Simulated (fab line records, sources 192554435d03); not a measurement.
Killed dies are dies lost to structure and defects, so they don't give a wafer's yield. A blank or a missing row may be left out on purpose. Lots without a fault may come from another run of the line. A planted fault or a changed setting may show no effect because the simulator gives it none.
One fault seen from 2 desks | flow n5_finfet | each desk has only its own numbers; what lay behind them comes last

THE METROLOGY DESK
What the gauges read, lot by lot, whatever tool the lot ran on: means of the sampled wafers that have a number. A lot is out of limits, marked OUT, if its mean lies more than 4 standard deviations from the usual mean; the brackets give that distance. Of its 11 readings 7 are shown: those that lie furthest out on some lot.
Columns: A = cd_nm at N5_BEOL_M1_CD_MEAS_18, usual 18.1 nm; B = DIBL_P at N5_BEOL_M4_RC_MEAS_101, usual 36.5 mV/V; C = IOFF_N at N5_BEOL_M4_RC_MEAS_101, usual 0.16 nA/um; D = IOFF_P at N5_BEOL_M4_RC_MEAS_101, usual 0.21 nA/um; E = SS_N at N5_BEOL_M4_RC_MEAS_101, usual 71.6 mV/dec; F = SS_P at N5_BEOL_M4_RC_MEAS_101, usual 73.4 mV/dec; G = VT_P at N5_BEOL_M4_RC_MEAS_101, usual -250.5 mV
lot  | first seen here | A    | B    | C    | D    | E    | F    | G
L812 | day 6 21:51     | 17.7 | 38.7 | 0.18 | 0.23 | 72.2 | 74.7 | -247.8
L813 | day 6 21:51     | 18.0 | 34.7 | 0.14 | 0.19 | 71.5 | 72.4 | -250.2
L818 | day 8 03:30     | 18.0 | 37.4 | 0.16 | 0.21 | 72.5 | 73.2 | -249.6
L819 | day 8 08:53     | 17.8 | 34.5 | 0.14 | 0.17 | 70.7 | 73.2 | -253.7
L824 | day 9 20:56     | 18.0 | 37.1 | 0.18 | 0.22 | 72.6 | 73.3 | -249.4
L826 | day 10 04:05    | 18.3 | 37.5 | 0.15 | 0.19 | 71.5 | 73.7 | -254.2
L831 | day 11 07:28    | 18.3 | 38.2 | 0.16 | 0.22 | 71.7 | 73.5 | -252.9
L833 | day 11 16:17    | 18.1 | 40.0 | 0.22 | 0.27 | 72.1 | 74.1 | -245.0
L834 | day 12 06:20    | 18.4 | 40.7 | 0.21 | 0.22 | 72.3 | 74.7 | -250.4
This desk's finding: nothing out of limits on any of the 9 lots.

THE TOOL OWNER'S DESK: rie_diel-03
The tool's own readings at N5_BEOL_M1_ETCH_64 (etches SOC in N2/H2, target depth 75 nm, overetch 15 nm, time 112.5 s): means of the sampled wafers that have a number, for each lot that ran on this tool. A lot is out of limits, marked OUT, if its mean lies more than 4 standard deviations from the usual mean; the brackets give that distance. Of its 10 readings 7 are shown: the one that was out of limits first, and those that lie furthest out on some lot.
Columns: A = bias_w at N5_BEOL_M1_ETCH_64, usual 150.0 W; B = chamber_pressure_mTorr at N5_BEOL_M1_ETCH_64, usual 29.998 mTorr; C = n2_flow_sccm at N5_BEOL_M1_ETCH_64, usual 199.9 sccm; D = oes_product_au at N5_BEOL_M1_ETCH_64, usual 0.60 a.u.; E = rf_fwd_power_W at N5_BEOL_M1_ETCH_64, usual 836.7 W; F = rf_vpp_V at N5_BEOL_M1_ETCH_64, usual 523.8 V; G = temp_c at N5_BEOL_M1_ETCH_64, usual 40.01 C
lot  | first seen here | A               | B      | C     | D    | E     | F                | G
L812 | day 6 21:29     | 149.7           | 29.999 | 200.2 | 0.57 | 837.3 | 525.4            | 39.97
L818 | day 8 03:10     | 149.7           | 30.009 | 198.8 | 0.58 | 837.2 | 524.6            | 40.07
L819 | day 8 08:28     | 150.2           | 30.007 | 200.3 | 0.56 | 836.0 | 524.9            | 40.04
L824 | day 9 20:35     | 156.2 (+14) OUT | 30.002 | 200.2 | 0.57 | 835.0 | 537.2 (+5.8) OUT | 40.09
L826 | day 10 03:44    | 156.0 (+14) OUT | 29.975 | 199.8 | 0.58 | 836.0 | 537.4 (+5.9) OUT | 40.06
This desk's finding: out of limits on L824, L826; first on L824, day 9 20:35 (bias_w at N5_BEOL_M1_ETCH_64). In limits: L812, L818, L819.

PUT TOGETHER
The tool owner's desk could have raised an alarm at day 9 20:35, on L824, L826.
The metrology desk saw nothing out of limits.
The metrology desk has L824, L826 on record, within its limits.
Of the lots named, all ran N5_BEOL_M1_ETCH_64 on rie_diel-03.

WHAT THE SIMULATOR HAD PUT IN
Process parameter drift: rie_diel-03, from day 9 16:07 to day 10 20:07, at N5_BEOL_M1_ETCH_64. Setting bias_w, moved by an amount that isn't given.
Lots struck among those shown: L824, L826.
Hours from the fault's start to each desk's first reading out of limits: the tool owner's desk, 4.
